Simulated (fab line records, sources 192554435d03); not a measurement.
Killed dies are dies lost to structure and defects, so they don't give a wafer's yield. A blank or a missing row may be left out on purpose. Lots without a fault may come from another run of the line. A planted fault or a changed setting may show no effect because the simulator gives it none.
fab line records | flow n5_finfet
record lots=11 wafers=33 last_day=17
route steps=1938 shown BEOL_M10@1483 PASSIVATION@1936
lots that met no fault: from a run of the same line without faults
start_h: hours from the record's first day to the start of the lot's first wafer shown | wait_h: hours since the lot's step before | " the same as in the row above | L1.1+2: a row that stands for several wafers | - no value, or no start given | * or withheld: withheld | < > ~ a bound
route shown NAME@n: a module of which the file shows steps, and the number in the route of the first | usual: mean/standard deviation of fault-free wafers | same: alike in all rows | chamber/n: place in a boat | sites: the reading at each site | _std_site: their standard deviation | _edge_site: outer sites' mean less inner sites' | radius_mm: how far each site lies from the wafer's centre | mask NAME#n: copy n | behind: the tool/chamber that last shaped the wafer | hold: why the lot was held/for how many hours/how that ended | device: the transistor (n, p or np) that didn't switch | end of line: the same wafers' tests at the end of the route | a step without rows: its recipe alone | killed: dies lost to structure and defects at the first sort, not the wafer's yield | map: a wafer's dies, x killed, . not, _ none there
set.NAME: the setting as run; set.NAME@STEP: as run at that earlier step | model.NAME: the simulator's own value behind a step, which no gauge read
steps of the route over a sample of lots; a table a step, a row a wafer
services: from which hour (start_h, from the record's first day; less than 0 if before it) a tool's chamber was out of use, for how many hours, and why
## steps
# step N5_BEOL_M10_CD_MEAS_11
# recipe target_cd_nm=64.1 landing_energy_ev=500 detector=se_inlens polarity=opening
# usual cd_nm=64.2/0.48
# columns lot.wafer tool chamber start_h wait_h cd_nm
L467.2 cd_sem-01 0 215.20 - 63.2
L467.3 " 0 " " 63.5
L467.4 " 0 " " 63.0
L470.3 cd_sem-03 0 238.58 - 63.6
L470.5 " 0 " " 64.4
L470.6 " 0 " " 63.7
L472.1 cd_sem-02 0 252.49 - 64.4
L472.3 " 0 " " 64.1
L472.5 " 0 " " 64.0
L473.2 cd_sem-02 0 259.64 - 63.3
L473.5 " 0 " " 63.5
L473.6 " 0 " " 63.7
L475.1 cd_sem-02 0 270.08 - 63.9
L475.3 " 0 " " 63.5
L475.5 " 0 " " 63.3
L478.2 cd_sem-02 0 290.59 - 65.4
L478.5 " 0 " " 65.5
L478.6 " 0 " " 65.1
L481.2 cd_sem-03 0 304.71 - 63.9
L481.3 " 0 " " 64.0
L481.5 " 0 " " 64.4
L482.1 cd_sem-01 0 312.11 - 63.7
L482.2 " 0 " " 63.7
L482.4 " 0 " " 64.5
L487.1 cd_sem-03 0 340.59 - 64.1
L487.2 " 0 " " 64.0
L487.3 " 0 " " 64.2
L489.1 cd_sem-03 0 348.48 - 64.2
L489.3 " 0 " " 64.8
L489.4 " 0 " " 64.4
L490.1 cd_sem-01 0 352.50 - 63.8
L490.3 " 0 " " 64.4
L490.6 " 0 " " 64.4
# step N5_BEOL_M10_CD_MEAS_18
# recipe pitch_nm=140 target_cd_nm=70
# usual cd_nm=70.3/0.54
# columns lot.wafer tool chamber start_h wait_h cd_nm
L467.2 cd_sem-02 - 216.35 0.1 69.2
L467.3 " - " " 69.7
L467.4 " - " " 69.8
L470.3 cd_sem-03 - 239.38 0.1 70.2
L470.5 " - " " 70.3
L470.6 " - " " 70.1
L472.1 cd_sem-03 - 255.36 0.0 70.1
L472.3 " - " " 70.0
L472.5 " - " " 69.5
L473.2 cd_sem-02 - 260.63 0.1 69.4
L473.5 " - " " 69.6
L473.6 " - " " 69.5
L475.1 cd_sem-02 - 270.62 0.0 69.7
L475.3 " - " " 69.1
L475.5 " - " " 69.5
L478.2 cd_sem-01 - 291.40 0.1 71.0
L478.5 " - " " 71.1
L478.6 " - " " 70.8
L481.2 cd_sem-01 - 305.28 0.1 70.1
L481.3 " - " " 70.1
L481.5 " - " " 70.3
L482.1 cd_sem-01 - 312.65 0.0 69.8
L482.2 " - " " 70.0
L482.4 " - " " 70.4
L487.1 cd_sem-02 - 341.24 0.0 70.3
L487.2 " - " " 69.9
L487.3 " - " " 70.2
L489.1 cd_sem-02 - 349.02 0.0 70.1
L489.3 " - " " 70.6
L489.4 " - " " 70.4
L490.1 cd_sem-01 - 353.29 0.0 70.0
L490.3 " - " " 70.0
L490.6 " - " " 70.9
# step N5_BEOL_M10_DESCUM_33
# recipe chemistry=O2 time_s=7.9 source_power_w=50 bias_power_w=20 pressure_mtorr=20 rf_frequency_hz=2.712e+07 temp_c=40 resist=CAR-ArF o2_flow_sccm=225
# usual chamber_pressure_mTorr=20.001/0.018 drypump_motor_current_A=5.7/0.44 oes_product_au=0.79/0.082 rf_vpp_V=243.5/1.5 showerhead_plenum_p_Torr=2.11/0.081 throttle_valve_pct=20.41/0.24
# columns lot.wafer tool chamber start_h wait_h chamber_pressure_mTorr drypump_motor_current_A oes_product_au rf_hours_counter_h rf_vpp_V showerhead_plenum_p_Torr throttle_valve_pct
L467.2 rie_diel-06 2 218.49 0.1 20.003 5.5 0.72 187 245.7 2.17 20.84
L467.3 " 3 " " 20.019 6.4 0.75 146 243.8 2.09 20.66
L467.4 " 1 " " 19.987 5.0 0.88 29 242.3 2.03 20.16
L470.3 rie_diel-01 1 240.63 0.0 19.994 5.6 0.82 78 243.7 2.19 20.17
L470.5 " 0 " " 19.989 5.6 0.71 - 240.8 1.98 20.62
L470.6 " 1 " " 19.995 5.6 0.82 - 244.9 2.19 20.18
L472.1 rie_diel-06 1 257.24 1.4 20.009 5.0 0.86 44 242.2 2.03 20.20
L472.3 " 2 " " 19.995 5.4 0.72 203 244.9 2.16 20.85
L472.5 " 2 " " 20.036 5.4 0.72 - 244.3 2.16 20.85
L473.2 rie_diel-01 1 261.93 0.2 20.008 5.6 0.80 92 245.8 2.19 20.20
L473.5 " 3 " " 20.033 6.2 0.74 - 245.7 2.18 20.44
L473.6 " 0 " " 19.993 5.7 0.70 - 241.3 1.98 20.65
L475.1 rie_diel-01 0 272.33 0.0 19.991 5.7 0.71 223 239.9 1.98 20.65
L475.3 " 2 " " 20.013 5.1 0.98 2 244.2 2.14 20.39
L475.5 " 2 " " 20.018 5.0 0.98 - 243.3 2.14 20.39
L478.2 rie_diel-01 0 291.81 0.0 20.017 5.6 0.69 231 241.2 1.97 20.66
L478.5 " 0 " " 20.013 5.7 0.70 - 240.2 1.98 20.70
L478.6 " 1 " " 19.962 5.6 0.79 - 244.6 2.19 20.20
L481.2 rie_diel-01 1 306.45 0.0 20.016 5.6 0.79 107 245.1 2.18 20.22
L481.3 " 2 " " 20.024 5.0 0.94 13 242.7 2.14 20.40
L481.5 " 1 " " 19.994 5.6 0.79 - 245.2 2.18 20.23
L482.1 rie_diel-01 3 314.23 0.0 19.991 6.2 0.72 181 244.8 2.17 20.50
L482.2 " 1 " " 20.007 5.6 0.79 110 244.9 2.18 20.23
L482.4 " 2 " " 19.994 5.0 0.94 16 243.9 2.14 20.42
L487.1 rie_diel-02 1 343.82 0.0 19.991 6.5 0.91 18 243.1 2.14 20.17
L487.2 " 0 " " 19.994 5.5 0.87 53 246.1 2.21 20.12
L487.3 " 3 " " 20.008 5.9 0.72 190 242.2 1.99 20.32
L489.1 rie_diel-02 2 351.78 0.8 19.989 6.1 0.73 170 243.4 2.18 20.44
L489.3 " 1 " " 19.989 6.5 0.91 20 244.1 2.14 20.20
L489.4 " 0 " " 20.011 5.5 0.86 55 245.2 2.21 20.13
L490.1 rie_diel-06 2 354.74 0.2 19.992 5.4 0.69 241 245.5 2.15 20.91
L490.3 " 1 " " 19.991 5.0 0.81 - 242.9 2.02 20.24
L490.6 " 2 " " 20.011 5.4 0.68 - 243.2 2.15 20.92
# step N5_BEOL_M10_ETCH_66
# recipe chemistry=N2/H2 target=SOC target_depth_a=1200 overetch_a=240 mask_material=SiARC temp_c=40 time_s=180 ion_energy_ev=200 pressure_mtorr=30 source_w=840 bias_w=150 n2_flow_sccm=200 h2_flow_sccm=200
# usual chamber_pressure_mTorr=30.004/0.026 drypump_motor_current_A=5.7/0.44 n2_flow_sccm=200.0/0.62 oes_product_au=0.64/0.062 rf_vpp_V=524.5/2.7 run_length_s=203.6/0.41 showerhead_plenum_p_Torr=2.57/0.099 throttle_valve_pct=17.84/0.26
# columns lot.wafer tool chamber start_h wait_h chamber_pressure_mTorr drypump_motor_current_A n2_flow_sccm oes_product_au rf_hours_counter_h rf_vpp_V run_length_s showerhead_plenum_p_Torr throttle_valve_pct
L467.2 rie_diel-06 2 218.57 0.0 29.984 5.4 199.4 0.59 187 526.7 203.0 2.63 18.22
L467.3 " 3 " " 30.032 6.4 200.3 0.61 146 524.8 204.0 2.55 18.28
L467.4 " 1 " " 30.005 5.0 199.9 0.72 29 522.7 203.0 2.47 17.52
L470.3 rie_diel-01 1 240.71 0.0 30.016 5.6 200.3 0.67 78 527.8 204.7 2.68 17.61
L470.5 " 0 " " 29.984 5.6 200.7 0.59 - 519.7 204.2 2.41 18.09
L470.6 " 1 " " 30.052 5.6 201.3 0.67 - 528.0 204.5 2.68 17.61
L472.1 rie_diel-06 1 257.33 0.0 29.995 5.0 200.9 0.70 45 523.1 203.3 2.47 17.54
L472.3 " 2 " " 30.010 5.5 199.5 0.58 203 527.1 203.0 2.62 18.24
L472.5 " 2 " " 29.992 5.4 198.9 0.58 - 524.5 203.0 2.62 18.26
L473.2 rie_diel-01 1 262.02 0.0 30.004 5.6 200.8 0.65 92 527.4 204.3 2.68 17.64
L473.5 " 3 " " 30.003 6.2 200.6 0.60 - 526.0 203.3 2.64 17.91
L473.6 " 0 " " 30.020 5.7 200.0 0.58 - 519.0 204.1 2.41 18.12
L475.1 rie_diel-01 0 272.41 0.0 29.996 5.6 200.1 0.58 223 520.7 204.3 2.41 18.13
L475.3 " 2 " " 30.021 5.1 200.1 0.79 2 526.7 203.3 2.61 17.75
L475.5 " 2 " " 30.035 5.0 200.4 0.79 - 525.4 203.3 2.61 17.76
L478.2 rie_diel-01 0 291.89 0.0 30.002 5.7 200.4 0.57 231 519.9 204.4 2.40 18.12
L478.5 " 0 " " 30.019 5.6 199.8 0.61 - 519.5 193.1 2.40 18.14
L478.6 " 1 " " 29.986 5.6 199.5 0.66 - 524.6 203.9 2.67 17.67
L481.2 rie_diel-01 1 306.54 0.0 30.032 5.6 200.8 0.64 107 527.1 203.9 2.67 17.65
L481.3 " 2 " " 29.973 5.0 200.4 0.75 13 526.1 203.8 2.60 17.78
L481.5 " 1 " " 30.026 5.6 200.4 0.69 - 527.6 193.2 2.67 17.67
L482.1 rie_diel-01 3 314.31 0.0 29.992 6.2 198.7 0.59 181 526.3 203.3 2.64 17.93
L482.2 " 1 " " 29.978 5.6 200.2 0.63 110 527.4 204.2 2.67 17.67
L482.4 " 2 " " 29.992 5.0 200.2 0.80 16 526.3 192.4 2.60 17.78
L487.1 rie_diel-02 1 343.90 0.0 30.054 6.5 199.9 0.72 18 525.1 203.1 2.61 17.63
L487.2 " 0 " " 29.970 5.5 198.8 0.69 53 527.2 203.7 2.69 17.57
L487.3 " 3 " " 29.995 5.9 199.0 0.58 190 520.4 203.7 2.42 17.69
L489.1 rie_diel-02 2 351.86 0.0 29.990 6.1 199.7 0.59 170 527.1 203.5 2.64 17.78
L489.3 " 1 " " 29.994 6.5 198.9 0.72 20 524.9 203.1 2.61 17.64
L489.4 " 0 " " 30.003 5.5 199.7 0.69 55 527.8 203.4 2.69 17.55
L490.1 rie_diel-06 2 354.87 0.1 29.985 5.5 200.9 0.56 241 524.8 203.0 2.61 18.31
L490.3 " 1 " " 30.009 5.0 200.3 0.66 - 521.6 203.5 2.46 17.61
L490.6 " 2 " " 30.018 5.5 200.5 0.56 - 526.5 203.3 2.61 18.31
# step N5_PASSIVATION_PROBE_49
# usual defect_limited_yield=91.2/1.4 killed_at_M0_to_M3=34/9.4 killed_at_M4_up=13/5.8 killed_at_contacts=13/6.4 killed_at_front_end=41/11 killed_at_other=3.1/2.3 killed_dies=103/16 killed_open=69/12 killed_short=33/7.8 sort_bin_5_function=5.1/0.91 sort_bin_6_memory=3.3/0.63 sort_n_pass=1077/16 sort_yield_pct=91.2/1.4
# same gross_dies=1180 killed_at_back_side=0 sort_bin_4_leakage[%]=0 sort_bin_8_speed[%]=0
# columns lot.wafer tool chamber start_h wait_h defect_limited_yield[%] killed_at_M0_to_M3 killed_at_M4_up killed_at_contacts killed_at_front_end killed_at_other killed_dies killed_open killed_short sort_bin_5_function[%] sort_bin_6_memory[%] sort_n_pass sort_yield_pct[%]
L482.1 prober-02 - 361.60 0.0 91.9 43 6 6 31 10 96 66 29 5.0 3.0 1084 91.9
L482.2 prober-02 - 361.65 0.1 90.8 39 17 6 43 4 109 80 28 5.1 3.9 1071 90.8
L482.4 prober-02 - 361.75 0.2 90.1 44 8 7 50 8 117 86 30 5.3 4.2 1063 90.1
L487.1 prober-02 - 386.68 0.0 90.1 48 7 15 46 1 117 70 42 5.9 3.3 1063 90.1
L487.2 prober-02 - 386.73 0.1 91.6 32 16 12 37 2 99 71 25 5.0 3.2 1081 91.6
L487.3 prober-02 - 386.78 0.1 90.7 29 17 23 41 0 110 71 37 4.7 4.2 1070 90.7
# killed by level:class
L482.1 BEOL_M2:geometric_particle:open=14 STI_FIN_REVEAL:geometric_particle:open=11 BEOL_M1:geometric_particle:open=10 GATE_CUT:geometric_particle:short=5 MOL_CONTACT_COAG:geometric_particle:open=5 BEOL_M0_SAQP:geometric_particle:short=5 BEOL_M3:geometric_particle:open=4 FIN_SAQP:geometric_particle:open=3
L482.2 BEOL_M2:geometric_particle:open=13 STI_FIN_REVEAL:geometric_particle:open=12 BEOL_M1:geometric_particle:open=10 BEOL_M4:geometric_particle:open=8 FIN_SAQP:geometric_particle:short=6 MOL_CONTACT_COAG:geometric_particle:open=6 GATE_CUT:geometric_particle:short=5 BEOL_M0_SAQP:geometric_particle:open=5
L482.4 STI_FIN_REVEAL:geometric_particle:open=21 BEOL_M0_SAQP:geometric_particle:open=11 BEOL_M2:geometric_particle:open=10 BEOL_M1:geometric_particle:open=9 MOL_CONTACT_COAG:geometric_particle:open=7 MIM_TOP_ETCH:geometric_particle:open=5 FIN_SAQP:geometric_particle:short=4 DUMMY_GATE:geometric_particle:open=4
L487.1 FIN_SAQP:geometric_particle:open=11 MOL_CONTACT_COAG:geometric_particle:open=11 BEOL_M3:geometric_particle:open=11 BEOL_M0_SAQP:geometric_particle:short=9 STI_FIN_REVEAL:geometric_particle:open=7 BEOL_M0_SAQP:geometric_particle:open=7 FIN_SAQP:geometric_particle:short=6 BEOL_M2:geometric_particle:open=6
L487.2 BEOL_M3:geometric_particle:open=15 MOL_CONTACT_COAG:geometric_particle:open=11 FIN_SAQP:geometric_particle:open=8 GATE_CUT:geometric_particle:open=8 STI_FIN_REVEAL:geometric_particle:open=7 BEOL_M7:geometric_particle:open=4 BEOL_M3:geometric_particle:short=4 GATE_CUT:geometric_particle:short=4
L487.3 MOL_CONTACT_COAG:geometric_particle:open=14 STI_FIN_REVEAL:geometric_particle:open=12 MOL_CONTACT_COAG:geometric_particle:short=9 BEOL_M1:geometric_particle:open=8 FIN_SAQP:geometric_particle:short=7 BEOL_M0_SAQP:geometric_particle:open=5 BEOL_M7:geometric_particle:open=5 BEOL_M3:geometric_particle:open=4
## services
# columns tool chamber start_h hours kind
rie_diel-02 1 195.81 5.5 repair
rie_diel-02 3 198.03 6.0 repair
rie_diel-01 2 231.57 - clean
rie_diel-01 2 231.57 - consumable_replace:focus_ring
rie_diel-01 2 231.57 32.8 scheduled_down
rie_diel-01 2 231.57 32.8 vent_cycle
rie_diel-02 - 241.53 15.6 pm
rie_diel-06 1 266.28 23.2 repair
rie_diel-02 1 277.02 - clean
rie_diel-02 1 277.02 - consumable_replace:focus_ring
rie_diel-02 1 277.02 15.9 scheduled_down
rie_diel-02 1 277.02 15.9 vent_cycle
rie_diel-01 0 346.38 - clean
rie_diel-01 0 346.38 - consumable_replace:focus_ring
rie_diel-01 0 346.38 26.3 scheduled_down
rie_diel-01 0 346.38 26.3 vent_cycle
rie_diel-06 3 353.66 29.7 repair
## key
first_sign step=N5_BEOL_M10_ETCH_66 reading=run_length_s direction=down sigmas=26 usual=* struck=*
effect none on later readings
met_at N5_BEOL_M10_ETCH_66
struck_lots L478,L481,L482
struck_wafers L478.5,L481.5,L482.4
not_acting_at N5_BEOL_M10_CD_MEAS_11,N5_BEOL_M10_CD_MEAS_18,N5_BEOL_M10_DESCUM_33
onset_between 272.41 291.89
fault kind=process_parameter_drift tool=rie_diel-01 chamber=- onset_h=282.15 steps=N5_BEOL_M10_ETCH_66 channel=time_s offset=* shape=step end_h=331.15 scope=struck_wafers_only acts_in=* stated=*
